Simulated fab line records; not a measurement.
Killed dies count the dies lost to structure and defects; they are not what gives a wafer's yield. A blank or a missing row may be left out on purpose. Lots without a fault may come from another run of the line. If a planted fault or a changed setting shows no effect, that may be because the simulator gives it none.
What tool caused it? + flow n5Finfet + 22 lots, 66 wafers sampled, at 6 steps of a route of 1938

## WHAT THE GAUGES SHOWED, per wafer
The record lacks any reading of a measuring or inspecting step that a usual standard deviation could be used to judge.

## WHAT TOOL EACH LOT RAN ON (gives the tool, then ch and the chambers of the sampled wafers, and finally the start)
| lot  | N5_PMOS_HMC_CHANNEL_EPI_STRIP_33 | N5_FIN_SAQP_PECVD_48           | N5_FIN_SAQP_DESCUM_21            | N5_FIN_CUT_CUT_ETCH_28         | N5_STI_FIN_REVEAL_ALD_00        | N5_STI_FIN_REVEAL_STRIP_24       |
|------|----------------------------------|--------------------------------|----------------------------------|--------------------------------|---------------------------------|----------------------------------|
| L074 | rieDiel-01 ch 0,2, day 1 17:58   | pecvd-01 ch 1,2, day 1 21:46   | rieDiel-06 ch 1,2,3, day 1 22:30 | rieSi-02 ch 1,2,3, day 2 04:19 | aldSin-02 ch 0,1, day 2 04:54   | rieDiel-06 ch 0,2, day 2 10:49   |
| L075 | rieDiel-02 ch 0,1,3, day 2 00:05 | pecvd-01 ch 0,1, day 2 04:30   | rieDiel-05 ch 2,3, day 2 05:07   | rieSi-02 ch 0,2,3, day 2 10:45 | aldSin-02 ch 0,1,2, day 2 11:01 | rieDiel-06 ch 0,1,3, day 2 17:43 |
| L076 | rieDiel-01 ch 2,3, day 2 05:48   | pecvd-04 ch 0,1, day 2 09:42   | rieDiel-05 ch 0,2,3, day 2 10:25 | rieSi-03 ch 2,3, day 2 16:35   | aldSin-04 ch 0,1, day 2 16:51   | rieDiel-06 ch 1,2,3, day 2 23:07 |
| L077 | rieDiel-02 ch 0,1,3, day 2 12:10 | pecvd-03 ch 0,1, day 2 15:38   | rieDiel-04 ch 0,1,2, day 2 16:20 | rieSi-02 ch 0,3, day 2 22:01   | aldSin-04 ch 1,2, day 2 23:25   | rieDiel-04 ch 1,2, day 3 05:56   |
| L078 | rieDiel-03 ch 0,1, day 2 17:52   | pecvd-01 ch 0,1,2, day 2 21:49 | rieDiel-06 ch 1,2, day 2 22:31   | rieSi-03 ch 0,1,2, day 3 03:55 | aldSin-02 ch 1,2, day 3 04:38   | rieDiel-05 ch 0,3, day 3 10:22   |
| L079 | rieDiel-02 ch 0,1,2, day 3 00:31 | pecvd-01 ch 0,1, day 3 05:07   | rieDiel-05 ch 0,1,2, day 3 05:49 | rieSi-02 ch 0,1,2, day 3 11:14 | aldSin-02 ch 1,3, day 3 11:30   | rieDiel-05 ch 0,1,3, day 3 17:13 |
| L080 | rieDiel-03 ch 1,3, day 3 05:48   | pecvd-01 ch 0,1, day 3 09:14   | rieDiel-05 ch 0,3, day 3 09:58   | rieSi-03 ch 0,2,3, day 3 15:26 | aldSin-01 ch 0,2, day 3 15:41   | rieDiel-04 ch 0,3, day 3 21:41   |
| L081 | rieDiel-03 ch 1,2, day 3 11:45   | pecvd-04 ch 0,2, day 3 15:34   | rieDiel-05 ch 0,2, day 3 16:17   | rieSi-03 ch 0,3, day 3 21:40   | aldSin-01 ch 1,3, day 3 21:55   | rieDiel-06 ch 2,3, day 4 03:35   |
| L082 | rieDiel-02 ch 1,3, day 3 17:43   | pecvd-04 ch 0,1,2, day 3 21:03 | rieDiel-04 ch 0,2,3, day 3 21:55 | rieSi-03 ch 0,1,2, day 4 04:42 | aldSin-02 ch 0,2,3, day 4 04:59 | rieDiel-05 ch 0,1, day 4 10:40   |
| L083 | rieDiel-03 ch 2,3, day 3 23:30   | pecvd-04 ch 0,2, day 4 03:28   | rieDiel-05 ch 0,1, day 4 04:04   | rieSi-06 ch 0,1,2, day 4 09:23 | aldSin-04 ch 0,1,2, day 4 09:53 | rieDiel-04 ch 2,3, day 4 15:49   |
| L084 | rieDiel-01 ch 0,2, day 4 05:08   | pecvd-01 ch 0,1,2, day 4 08:26 | rieDiel-04 ch 0,1, day 4 09:11   | rieSi-03 ch 2,3, day 4 15:32   | aldSin-01 ch 0,1,2, day 4 17:06 | rieDiel-06 ch 1,2, day 4 22:50   |
| L085 | rieDiel-01 ch 0,2,3, day 4 11:18 | pecvd-01 ch 0,1,2, day 4 14:41 | rieDiel-04 ch 0,2,3, day 4 15:23 | rieSi-06 ch 0,1,3, day 4 21:53 | aldSin-04 ch 0,2,3, day 4 23:44 | rieDiel-05 ch 0,1, day 5 05:24   |
| L086 | rieDiel-03 ch 0,3, day 4 17:26   | pecvd-01 ch 0,1,2, day 4 20:44 | rieDiel-04 ch 0,1, day 4 21:19   | rieSi-06 ch 2,3, day 5 03:31   | aldSin-01 ch 1,2,3, day 5 04:52 | rieDiel-06 ch 0,1,3, day 5 10:32 |
| L088 | rieDiel-03 ch 2,3, day 5 05:14   | pecvd-04 ch 0,1, day 5 08:34   | rieDiel-06 ch 0,2, day 5 09:49   | rieSi-06 ch 0,2,3, day 5 16:22 | aldSin-04 ch 0,2,3, day 5 16:40 | rieDiel-05 ch 1,3, day 5 22:35   |
| L089 | rieDiel-03 ch 1,2,3, day 5 12:04 | pecvd-03 ch 0,1,2, day 5 15:30 | rieDiel-06 ch 0,1,3, day 5 16:05 | rieSi-06 ch 1,2,3, day 5 21:44 | aldSin-04 ch 0,2,3, day 5 22:00 | rieDiel-05 ch 0,1,3, day 6 03:43 |
| L090 | rieDiel-02 ch 1,2,3, day 5 17:44 | pecvd-04 ch 0,1, day 5 21:50   | rieDiel-05 ch 0,3, day 5 22:41   | rieSi-03 ch 2,3, day 6 05:29   | aldSin-01 ch 0,1,2, day 6 05:46 | rieDiel-04 ch 1,2, day 6 11:27   |
| L091 | rieDiel-02 ch 1,2,3, day 6 00:20 | pecvd-03 ch 0,2, day 6 03:49   | rieDiel-04 ch 0,1, day 6 05:26   | rieSi-02 ch 1,3, day 6 11:00   | aldSin-02 ch 0,1, day 6 11:38   | rieDiel-06 ch 0,1,3, day 7 19:46 |
| L092 | rieDiel-02 ch 1,2,3, day 6 05:46 | pecvd-03 ch 0,1,2, day 6 09:31 | rieDiel-05 ch 0,1,3, day 6 10:20 | rieSi-03 ch 0,2,3, day 6 16:48 | aldSin-04 ch 1,2,3, day 6 17:04 | rieDiel-04 ch 0,1,3, day 7 22:20 |
| L093 | rieDiel-02 ch 0,1,3, day 6 11:33 | pecvd-04 ch 0,2, day 6 15:23   | rieDiel-05 ch 0,2,3, day 6 17:01 | rieSi-02 ch 0,1,2, day 6 22:59 | aldSin-01 ch 1,2,3, day 6 23:15 | rieDiel-05 ch 1,2, day 7 22:14   |
| L095 | rieDiel-02 ch 0,2,3, day 6 23:13 | pecvd-03 ch 0,1, day 7 02:49   | rieDiel-04 ch 0,1,3, day 7 03:43 | rieSi-06 ch 0,2, day 7 09:21   | aldSin-01 ch 0,1,2, day 7 09:37 | rieDiel-06 ch 0,2,3, day 7 23:56 |
| L096 | rieDiel-03 ch 0,1,2, day 7 06:03 | pecvd-03 ch 0,2, day 7 09:47   | rieDiel-05 ch 1,2,3, day 7 10:39 | rieSi-02 ch 1,3, day 7 15:55   | aldSin-02 ch 1,2,3, day 7 16:11 | rieDiel-06 ch 0,2, day 8 02:10   |
| L097 | rieDiel-01 ch 0,2,3, day 7 13:28 | pecvd-04 ch 1,2, day 7 17:02   | rieDiel-06 ch 1,2,3, day 7 17:47 | rieSi-03 ch 0,2,3, day 8 00:34 | aldSin-01 ch 1,2,3, day 8 01:25 | rieDiel-05 ch 0,1,3, day 8 07:19 |
- N5_PMOS_HMC_CHANNEL_EPI_STRIP_33: strips in N2/H2.
- N5_FIN_SAQP_PECVD_48: deposits SiNx from SiH4/NH3/N2, target thk 25 nm, time 22.1 s.
- N5_FIN_SAQP_DESCUM_21: chemistry O2, time 7.9 s.
- N5_FIN_CUT_CUT_ETCH_28: etches Si in HBr/Cl2/O2, target depth 6 nm, time 2.4 s.
- N5_STI_FIN_REVEAL_ALD_00: deposits SiO2, target thk 1 nm, pulse time 1 s.
- N5_STI_FIN_REVEAL_STRIP_24: strips in N2/H2, time 90 s.

## WHAT THE TOOLS THEMSELVES READ (means of the sampled wafers that have a number; where no wafer has one, the mark that the record gives instead)
N5_PMOS_HMC_CHANNEL_EPI_STRIP_33.
| lot  | tool       | drypumpMotorCurrentA (A) | h2FlowSccm (sccm) | oesProductAu (a.u.) | rfVppV (V) | showerheadPlenumPTorr (Torr) | throttleValvePct (%) |
|------|------------|--------------------------|-------------------|---------------------|------------|------------------------------|----------------------|
| L074 | rieDiel-01 | 6.2                      | 299.8             | 0.81                | 55.2       | 3.44                         | 18.83                |
| L075 | rieDiel-02 | 5.7                      | 300.5             | 0.71                | 53.0       | 3.25                         | 19.06                |
| L076 | rieDiel-01 | 5.5                      | 299.8             | 0.70                | 54.8       | 3.36                         | 18.67                |
| L077 | rieDiel-02 | 5.7                      | 299.8             | 0.71                | 54.3       | 3.25                         | 19.06                |
| L078 | rieDiel-03 | 5.7                      | 300.1             | 0.79                | 55.0       | 3.46                         | 19.09                |
| L079 | rieDiel-02 | 5.8                      | 300.4             | 0.71                | 53.7       | 3.28                         | 18.98                |
| L080 | rieDiel-03 | 6.2                      | 299.8             | 0.73                | 56.3       | 3.48                         | 19.08                |
| L081 | rieDiel-03 | 6.0                      | 299.5             | 0.77                | 53.9       | 3.46                         | 19.12                |
| L082 | rieDiel-02 | 5.5                      | 299.8             | 0.72                | 54.5       | 3.21                         | 19.14                |
| L083 | rieDiel-03 | 6.4                      | 300.3             | 0.72                | 54.5       | 3.42                         | 18.73                |
| L084 | rieDiel-01 | 5.9                      | 300.1             | 0.92                | 55.7       | 3.44                         | 18.73                |
| L085 | rieDiel-01 | 5.9                      | 300.0             | 0.83                | 52.8       | 3.39                         | 18.65                |
| L086 | rieDiel-03 | 6.1                      | 301.1             | 0.73                | 55.3       | 3.42                         | 18.71                |
| L088 | rieDiel-03 | 6.1                      | 299.7             | 0.74                | 54.8       | 3.40                         | 18.80                |
| L089 | rieDiel-03 | 6.2                      | 300.4             | 0.74                | 54.6       | 3.44                         | 18.95                |
| L090 | rieDiel-02 | 5.9                      | 301.0             | 0.70                | 52.2       | 3.24                         | 19.15                |
| L091 | rieDiel-02 | 5.9                      | 300.8             | 0.69                | 52.6       | 3.24                         | 19.16                |
| L092 | rieDiel-02 | 5.9                      | 299.6             | 0.70                | 55.3       | 3.24                         | 19.15                |
| L093 | rieDiel-02 | 5.7                      | 300.3             | 0.79                | 55.2       | 3.23                         | 18.99                |
| L095 | rieDiel-02 | 6.1                      | 299.9             | 0.78                | 55.0       | 3.27                         | 18.99                |
| L096 | rieDiel-03 | 5.6                      | 300.6             | 0.76                | 54.0       | 3.41                         | 18.97                |
| L097 | rieDiel-01 | 5.8                      | 300.0             | 0.79                | 52.7       | 3.38                         | 18.68                |

N5_FIN_SAQP_PECVD_48.
| lot  | tool     | heaterPowerW (W) | showerheadPlenumPTorr (Torr) | throttleValvePct (%) |
|------|----------|------------------|------------------------------|----------------------|
| L074 | pecvd-01 | 786              | 5.20                         | 38.8                 |
| L075 | pecvd-01 | 798              | 5.10                         | 40.2                 |
| L076 | pecvd-04 | 916              | 5.08                         | 43.7                 |
| L077 | pecvd-03 | 762              | 5.18                         | 38.7                 |
| L078 | pecvd-01 | 782              | 5.15                         | 39.6                 |
| L079 | pecvd-01 | 778              | 5.11                         | 40.4                 |
| L080 | pecvd-01 | 807              | 5.16                         | 40.1                 |
| L081 | pecvd-04 | 867              | 5.06                         | 42.4                 |
| L082 | pecvd-04 | 873              | 5.14                         | 41.8                 |
| L083 | pecvd-04 | 904              | 5.12                         | 40.5                 |
| L084 | pecvd-01 | 770              | 5.16                         | 39.6                 |
| L085 | pecvd-01 | 791              | 5.15                         | 39.7                 |
| L086 | pecvd-01 | 778              | 5.16                         | 39.7                 |
| L088 | pecvd-04 | 863              | 5.08                         | 43.6                 |
| L089 | pecvd-03 | 722              | 5.20                         | 39.5                 |
| L090 | pecvd-04 | 948              | 5.07                         | 43.8                 |
| L091 | pecvd-03 | 677              | 5.20                         | 39.6                 |
| L092 | pecvd-03 | 751              | 5.20                         | 39.4                 |
| L093 | pecvd-04 | 930              | 5.06                         | 42.7                 |
| L095 | pecvd-03 | 731              | 5.18                         | 38.8                 |
| L096 | pecvd-03 | 727              | 5.21                         | 40.0                 |
| L097 | pecvd-04 | 813              | 5.20                         | 39.7                 |

N5_FIN_SAQP_DESCUM_21.
| lot  | tool       | drypumpMotorCurrentA (A) | oesProductAu (a.u.) | rfVppV (V) | showerheadPlenumPTorr (Torr) | throttleValvePct (%) |
|------|------------|--------------------------|---------------------|------------|------------------------------|----------------------|
| L074 | rieDiel-06 | 5.6                      | 0.78                | 243.9      | 2.12                         | 20.39                |
| L075 | rieDiel-05 | 5.5                      | 0.72                | 243.1      | 2.11                         | 20.56                |
| L076 | rieDiel-05 | 5.7                      | 0.74                | 242.5      | 2.05                         | 20.42                |
| L077 | rieDiel-04 | 5.5                      | 0.83                | 244.8      | 2.15                         | 20.21                |
| L078 | rieDiel-06 | 5.5                      | 0.77                | 242.8      | 2.05                         | 20.32                |
| L079 | rieDiel-05 | 5.6                      | 0.74                | 242.5      | 2.05                         | 20.46                |
| L080 | rieDiel-05 | 5.8                      | 0.74                | 243.1      | 2.12                         | 20.58                |
| L081 | rieDiel-05 | 5.6                      | 0.72                | 241.8      | 1.98                         | 20.28                |
| L082 | rieDiel-04 | 5.5                      | 0.85                | 241.8      | 2.09                         | 20.37                |
| L083 | rieDiel-05 | 5.5                      | 0.74                | 243.6      | 2.12                         | 20.65                |
| L084 | rieDiel-04 | 5.2                      | 0.84                | 243.2      | 2.14                         | 20.09                |
| L085 | rieDiel-04 | 5.4                      | 0.83                | 243.0      | 2.09                         | 20.38                |
| L086 | rieDiel-04 | 5.5                      | 0.79                | 243.3      | 2.15                         | 20.09                |
| L088 | rieDiel-06 | 5.3                      | 0.81                | 243.0      | 2.13                         | 20.20                |
| L089 | rieDiel-06 | 5.9                      | 0.86                | 243.2      | 2.15                         | 20.47                |
| L090 | rieDiel-05 | 6.2                      | 0.74                | 242.5      | 2.05                         | 20.46                |
| L091 | rieDiel-04 | 5.5                      | 0.78                | 243.6      | 2.15                         | 20.12                |
| L092 | rieDiel-05 | 5.7                      | 0.72                | 244.2      | 2.11                         | 20.66                |
| L093 | rieDiel-05 | 5.7                      | 0.81                | 244.7      | 2.13                         | 20.35                |
| L095 | rieDiel-04 | 5.5                      | 0.79                | 243.0      | 2.09                         | 20.28                |
| L096 | rieDiel-05 | 5.3                      | 0.78                | 244.2      | 2.18                         | 20.54                |
| L097 | rieDiel-06 | 5.6                      | 0.75                | 243.1      | 2.10                         | 20.46                |

N5_FIN_CUT_CUT_ETCH_28.
| lot  | tool     | drypumpMotorCurrentA (A) | oesProductAu (a.u.) | throttleValvePct (%) |
|------|----------|--------------------------|---------------------|----------------------|
| L074 | rieSi-02 | 5.8                      | 0.992               | 37.42                |
| L075 | rieSi-02 | 6.0                      | 0.995               | 37.25                |
| L076 | rieSi-03 | 6.3                      | 0.990               | 37.27                |
| L077 | rieSi-02 | 5.8                      | 1.002               | 37.21                |
| L078 | rieSi-03 | 5.9                      | 1.000               | 37.11                |
| L079 | rieSi-02 | 5.8                      | 0.994               | 37.42                |
| L080 | rieSi-03 | 6.3                      | 0.998               | 37.25                |
| L081 | rieSi-03 | 6.4                      | 1.006               | 37.35                |
| L082 | rieSi-03 | 5.9                      | 1.003               | 37.10                |
| L083 | rieSi-06 | 5.5                      | 1.008               | 36.93                |
| L084 | rieSi-03 | 6.2                      | 0.993               | 37.16                |
| L085 | rieSi-06 | 5.4                      | 1.000               | 37.02                |
| L086 | rieSi-06 | 5.4                      | 1.016               | 36.89                |
| L088 | rieSi-06 | 5.4                      | 0.999               | 36.83                |
| L089 | rieSi-06 | 5.3                      | 1.010               | 37.09                |
| L090 | rieSi-03 | 6.2                      | 0.987               | 37.27                |
| L091 | rieSi-02 | 5.6                      | 1.002               | 37.38                |
| L092 | rieSi-03 | 6.3                      | 0.999               | 37.24                |
| L093 | rieSi-02 | 5.8                      | 0.993               | 37.42                |
| L095 | rieSi-06 | 5.5                      | 1.002               | 36.65                |
| L096 | rieSi-02 | 5.3                      | 1.002               | 37.55                |
| L097 | rieSi-03 | 6.3                      | 0.997               | 37.26                |

N5_STI_FIN_REVEAL_ALD_00.
| lot  | tool      | heaterPowerW (W) | precursorPulseHeightRel |
|------|-----------|------------------|-------------------------|
| L074 | aldSin-02 | 454              | 0.997                   |
| L075 | aldSin-02 | 500              | 0.998                   |
| L076 | aldSin-04 | 427              | 1.017                   |
| L077 | aldSin-04 | 551              | 0.974                   |
| L078 | aldSin-02 | 544              | 1.009                   |
| L079 | aldSin-02 | 546              | 1.017                   |
| L080 | aldSin-01 | 473              | 0.977                   |
| L081 | aldSin-01 | 466              | 0.996                   |
| L082 | aldSin-02 | 478              | 0.999                   |
| L083 | aldSin-04 | 499              | 0.984                   |
| L084 | aldSin-01 | 467              | 1.002                   |
| L085 | aldSin-04 | 484              | 0.987                   |
| L086 | aldSin-01 | 473              | 0.991                   |
| L088 | aldSin-04 | 474              | 0.991                   |
| L089 | aldSin-04 | 477              | 0.992                   |
| L090 | aldSin-01 | 469              | 1.007                   |
| L091 | aldSin-02 | 520              | 0.994                   |
| L092 | aldSin-04 | 508              | 0.997                   |
| L093 | aldSin-01 | 471              | 0.998                   |
| L095 | aldSin-01 | 478              | 0.987                   |
| L096 | aldSin-02 | 542              | 1.010                   |
| L097 | aldSin-01 | 474              | 1.018                   |

N5_STI_FIN_REVEAL_STRIP_24.
| lot  | tool       | drypumpMotorCurrentA (A) | h2FlowSccm (sccm) | oesProductAu (a.u.) | rfVppV (V) | showerheadPlenumPTorr (Torr) | throttleValvePct (%) |
|------|------------|--------------------------|-------------------|---------------------|------------|------------------------------|----------------------|
| L074 | rieDiel-06 | 5.5                      | 300.2             | 0.70                | 45.9       | 3.26                         | 12.49                |
| L075 | rieDiel-06 | 5.9                      | 299.3             | 0.78                | 44.6       | 3.35                         | 12.31                |
| L076 | rieDiel-06 | 5.6                      | 299.7             | 0.79                | 45.9       | 3.40                         | 12.07                |
| L077 | rieDiel-04 | 5.8                      | 299.0             | 0.81                | 45.6       | 3.47                         | 12.14                |
| L078 | rieDiel-05 | 5.8                      | 299.9             | 0.74                | 45.5       | 3.40                         | 12.28                |
| L079 | rieDiel-05 | 5.7                      | 300.0             | 0.75                | 45.4       | 3.40                         | 12.29                |
| L080 | rieDiel-04 | 5.1                      | 300.0             | 0.86                | 45.2       | 3.36                         | 11.98                |
| L081 | rieDiel-06 | 5.7                      | 300.0             | 0.79                | 45.8       | 3.49                         | 12.08                |
| L082 | rieDiel-05 | 5.6                      | 300.4             | 0.75                | 45.5       | 3.40                         | 12.32                |
| L083 | rieDiel-04 | 5.8                      | 299.7             | 0.81                | 45.5       | 3.31                         | 12.21                |
| L084 | rieDiel-06 | 5.5                      | 299.7             | 0.75                | 44.8       | 3.29                         | 12.13                |
| L085 | rieDiel-05 | 6.0                      | 300.2             | 0.75                | 45.3       | 3.33                         | 12.23                |
| L086 | rieDiel-06 | 5.9                      | 299.7             | 0.86                | 46.0       | 3.48                         | 12.13                |
| L088 | rieDiel-05 | 5.3                      | 301.1             | 0.70                | 44.6       | 3.46                         | 12.47                |
| L089 | rieDiel-05 | 5.7                      | 300.7             | 0.72                | 45.2       | 3.39                         | 12.35                |
| L090 | rieDiel-04 | 5.9                      | 299.9             | 0.76                | 45.2       | 3.48                         | 12.14                |
| L091 | rieDiel-06 | 5.9                      | 300.2             | 0.83                | 46.3       | 3.47                         | 12.19                |
| L092 | rieDiel-04 | 5.5                      | 300.3             | 0.79                | 45.4       | 3.37                         | 12.10                |
| L093 | rieDiel-05 | 5.2                      | 299.3             | 0.86                | 45.9       | 3.52                         | 11.90                |
| L095 | rieDiel-06 | 5.6                      | 300.5             | 0.80                | 45.4       | 3.49                         | 12.17                |
| L096 | rieDiel-06 | 5.3                      | 300.2             | 0.76                | 46.4       | 3.42                         | 12.15                |
| L097 | rieDiel-05 | 5.7                      | 300.0             | 0.71                | 45.5       | 3.38                         | 12.39                |

## THE ANSWER, worked out from the rows above alone
Rule: usual is defined by the lots themselves. Put in order of their means at a reading, lots are off if they are a third of the lots or fewer, leave a main group of 4 or more, and stand apart from it by a gap of 3 or more times the standard deviation of the main group's means; of several such gaps the widest counts. If all means in a main group match to the digits the tables above print for the reading, that group is not used. Also off: a lot with no number at a reading for which 4 or more lots have one. The other lots that the step has rows for count as sound. After the gauges, taken in route order, come the tools' own readings; for these a lot's mean is taken, as printed above. At the first step where some lot is off, the reading lying furthest off is the one used; lots without a number count as furthest.
Across all readings shown, no lot is off: no conclusion can be drawn from this.

## WHAT THE SIMULATOR HAD INSERTED
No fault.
